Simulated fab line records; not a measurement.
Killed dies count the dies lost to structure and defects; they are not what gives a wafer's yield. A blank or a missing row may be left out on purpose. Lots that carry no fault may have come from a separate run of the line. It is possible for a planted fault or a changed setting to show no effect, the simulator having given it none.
Split-lot study / flow n5 finfet / 21 wafers read across 7 lots, on a route 1938 steps long

## ABOUT THE SPLIT
At N5_GATE_CUT_DESCUM_18 (chemistry O2, time 7 s), the setting time s was moved away from the recipe's 7 s on 8 of the 21 wafers read, by -18.3% to -15.1%. For the rest of the wafers, this setting stayed at what the recipe calls for.

## FROM SPLIT TO READING: 1 step shown by the file between the two
- N5_GATE_CUT_ETCH_28: etches underlayer in N2/H2, target depth 13 nm, time 10.4 s

## THE READING
CAR-EUV_of_GATE_CUT_COAT_07.thk nm (the simulator's own value, which no gauge read), in nm, at N5_GATE_CUT_ETCH_36 (etches SiARC in CF4, target depth 13 nm, time 21.7 s). There is no usual value for it anywhere in the file. The 13 wafers here that ran the recipe average 6.9 nm, standard deviation 0.1 nm.

wafer=L078.2; tool, chamber at the split=rie diel-03, 0,1,0; time s as run, s=7; against the recipe=recipe; CAR-EUV_of_GATE_CUT_COAT_07.thk nm, nm=7; against lot-mates on the recipe=-
wafer=L078.3; tool, chamber at the split=rie diel-03, 0,1,0; time s as run, s=7; against the recipe=recipe; CAR-EUV_of_GATE_CUT_COAT_07.thk nm, nm=7; against lot-mates on the recipe=-
wafer=L078.5; tool, chamber at the split=rie diel-03, 0,1,0; time s as run, s=7; against the recipe=recipe; CAR-EUV_of_GATE_CUT_COAT_07.thk nm, nm=7; against lot-mates on the recipe=-
wafer=L081.1; tool, chamber at the split=rie diel-06, 0,2; time s as run, s=7; against the recipe=recipe; CAR-EUV_of_GATE_CUT_COAT_07.thk nm, nm=7; against lot-mates on the recipe=-
wafer=L081.4; tool, chamber at the split=rie diel-06, 0,2; time s as run, s=7; against the recipe=recipe; CAR-EUV_of_GATE_CUT_COAT_07.thk nm, nm=7; against lot-mates on the recipe=-
wafer=L081.2; tool, chamber at the split=rie diel-06, 3; time s as run, s=5.777; against the recipe=-17.5%; CAR-EUV_of_GATE_CUT_COAT_07.thk nm, nm=7.6; against lot-mates on the recipe=+0.6
wafer=L084.1; tool, chamber at the split=rie diel-06, 0,1; time s as run, s=5.839; against the recipe=-16.6%; CAR-EUV_of_GATE_CUT_COAT_07.thk nm, nm=7.4; against lot-mates on the recipe=+0.6
wafer=L084.3; tool, chamber at the split=rie diel-06, 0,1; time s as run, s=5.839; against the recipe=-16.6%; CAR-EUV_of_GATE_CUT_COAT_07.thk nm, nm=7.2; against lot-mates on the recipe=+0.4
wafer=L084.6; tool, chamber at the split=rie diel-06, 0; time s as run, s=7; against the recipe=recipe; CAR-EUV_of_GATE_CUT_COAT_07.thk nm, nm=6.8; against lot-mates on the recipe=-
wafer=L087.1; tool, chamber at the split=rie diel-06, 2,1; time s as run, s=7; against the recipe=recipe; CAR-EUV_of_GATE_CUT_COAT_07.thk nm, nm=6.8; against lot-mates on the recipe=-
wafer=L087.3; tool, chamber at the split=rie diel-06, 0; time s as run, s=7; against the recipe=recipe; CAR-EUV_of_GATE_CUT_COAT_07.thk nm, nm=6.8; against lot-mates on the recipe=-
wafer=L087.4; tool, chamber at the split=rie diel-06, 2,1; time s as run, s=7; against the recipe=recipe; CAR-EUV_of_GATE_CUT_COAT_07.thk nm, nm=6.8; against lot-mates on the recipe=-
wafer=L089.1; tool, chamber at the split=rie diel-03, 2,3,0; time s as run, s=7; against the recipe=recipe; CAR-EUV_of_GATE_CUT_COAT_07.thk nm, nm=6.8; against lot-mates on the recipe=-
wafer=L089.2; tool, chamber at the split=rie diel-03, 2,3,0; time s as run, s=7; against the recipe=recipe; CAR-EUV_of_GATE_CUT_COAT_07.thk nm, nm=6.8; against lot-mates on the recipe=-
wafer=L089.3; tool, chamber at the split=rie diel-03, 2,3,0; time s as run, s=7; against the recipe=recipe; CAR-EUV_of_GATE_CUT_COAT_07.thk nm, nm=7; against lot-mates on the recipe=-
wafer=L090.1; tool, chamber at the split=rie diel-01, 0,1,1; time s as run, s=5.946; against the recipe=-15.1%; CAR-EUV_of_GATE_CUT_COAT_07.thk nm, nm=7.4; against lot-mates on the recipe=no lot-mate on the recipe
wafer=L090.3; tool, chamber at the split=rie diel-01, 0,1,1; time s as run, s=5.946; against the recipe=-15.1%; CAR-EUV_of_GATE_CUT_COAT_07.thk nm, nm=7.6; against lot-mates on the recipe=no lot-mate on the recipe
wafer=L090.5; tool, chamber at the split=rie diel-01, 0,1,1; time s as run, s=5.946; against the recipe=-15.1%; CAR-EUV_of_GATE_CUT_COAT_07.thk nm, nm=7.6; against lot-mates on the recipe=no lot-mate on the recipe
wafer=L094.3; tool, chamber at the split=rie diel-01, 2; time s as run, s=5.717; against the recipe=-18.3%; CAR-EUV_of_GATE_CUT_COAT_07.thk nm, nm=7.6; against lot-mates on the recipe=+0.8
wafer=L094.6; tool, chamber at the split=rie diel-01, 0; time s as run, s=5.717; against the recipe=-18.3%; CAR-EUV_of_GATE_CUT_COAT_07.thk nm, nm=7.6; against lot-mates on the recipe=+0.8
wafer=L094.5; tool, chamber at the split=rie diel-01, 3; time s as run, s=7; against the recipe=recipe; CAR-EUV_of_GATE_CUT_COAT_07.thk nm, nm=6.8; against lot-mates on the recipe=-
When a row names more than one chamber, that row covers several wafers, and the file does not tell which wafer ran in which chamber.

THE FIT
A straight line over all 21 wafers: CAR-EUV_of_GATE_CUT_COAT_07.thk nm changes by -0.0365 nm for each +1% of time s; r = -0.93; the points scatter about the line by 0.12 nm.
The same after taking each lot's own level away (the mean of its wafers on the recipe; 18 wafers): -0.037 nm for each +1%; r = -0.97; scatter 0.081 nm.
That fit puts the effect of the largest move of time s on the reading at 0.68 nm.
Across the lots, their own levels run from 6.80 to 7.00 nm, a range of 2.0 times the standard deviation given above.
The two slopes agree, so the slope changes little with the lot-to-lot level.
Check: for one of the wafers moved furthest among these (-18.3%), held out of the fit, the line's prediction against its lot-mates is +0.642 nm. It came out at +0.8 nm against them.

## THE WHOLE CHAIN: every reading that the file lists as answering this split, in the file's order
step=N5_GATE_CUT_DESCUM_18; what it does=chemistry O2, time 7 s; reading=CAR-EUV_of_GATE_CUT_COAT_07.thk nm (the simulator's own value, which no gauge read); change (the file's fit)=-0.0327 nm for each +1% of the setting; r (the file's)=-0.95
step=N5_GATE_CUT_ETCH_36; what it does=etches SiARC in CF4, target depth 13 nm, time 21.7 s; reading=CAR-EUV_of_GATE_CUT_COAT_07.thk nm (the simulator's own value, which no gauge read); change (the file's fit)=-0.0365 nm for each +1% of the setting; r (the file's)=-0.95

## FILE'S OWN FIT
CAR-EUV_of_GATE_CUT_COAT_07.thk nm changes by -0.0365 nm for each +1% of time s, r = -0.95.
